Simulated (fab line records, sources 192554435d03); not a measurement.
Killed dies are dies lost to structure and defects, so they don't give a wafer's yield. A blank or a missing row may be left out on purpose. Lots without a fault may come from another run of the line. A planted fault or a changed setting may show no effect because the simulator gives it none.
Chamber matching | flow n5_finfet | N5_BEOL_M4_ALD_84 on ald_metal-01: 4 sister chambers
The step deposits TaN, pulse time 2 s, purge time 3 s, co reactant purge time 2 s. 4 wafers are shown with their chamber, then 11 later ones without.

WAFERS WITH THEIR CHAMBER
wafer  | chamber | heater_power_w (W)
L084.2 | 1       | 360
L088.2 | 2       | 429
L088.5 | 0       | 427
L090.1 | 3       | 379

WAFERS WITHOUT THEIR CHAMBER
wafer  | heater_power_w (W)
L090.2 | 421
L090.6 | 434
L092.1 | 425
L092.2 | 367
L092.6 | 378
L094.1 | 384
L094.5 | 439
L094.6 | 375
L096.2 | 381
L096.3 | 419
L096.5 | 364

WHICH CHAMBER EACH WENT THROUGH
wafer  | from the rows above     | in truth
L090.2 | can't be placed: 0 or 2 | 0
L090.6 | can't be placed: 2 or 0 | 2
L092.1 | can't be placed: 0 or 2 | 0
L092.2 | can't be placed: 1 or 3 | 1
L092.6 | 3                       | 3
L094.1 | 3                       | 3
L094.5 | can't be placed: 2 or 0 | 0
L094.6 | can't be placed: 3 or 1 | 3
L096.2 | 3                       | 3
L096.3 | can't be placed: 0 or 2 | 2
L096.5 | can't be placed: 1 or 3 | 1
Placed correctly: 3 of 11. Can't be placed from these rows: 8 (the true chamber is among the candidates in 8). Placed wrongly: 0.
How it was worked out, from the rows above alone: a wafer's distance from a chamber is the root of the sum, over the readings, of the square of ((its reading less the chamber's mean) divided by the reading's scatter). The wafer belongs to the nearest chamber; if the next one is less than 2 further off, it can't be placed. A chamber's mean is the mean of its shown wafers. The scatter: with one shown wafer a chamber, the root of the mean of the squares of how far each hidden wafer lies from its nearest shown one.
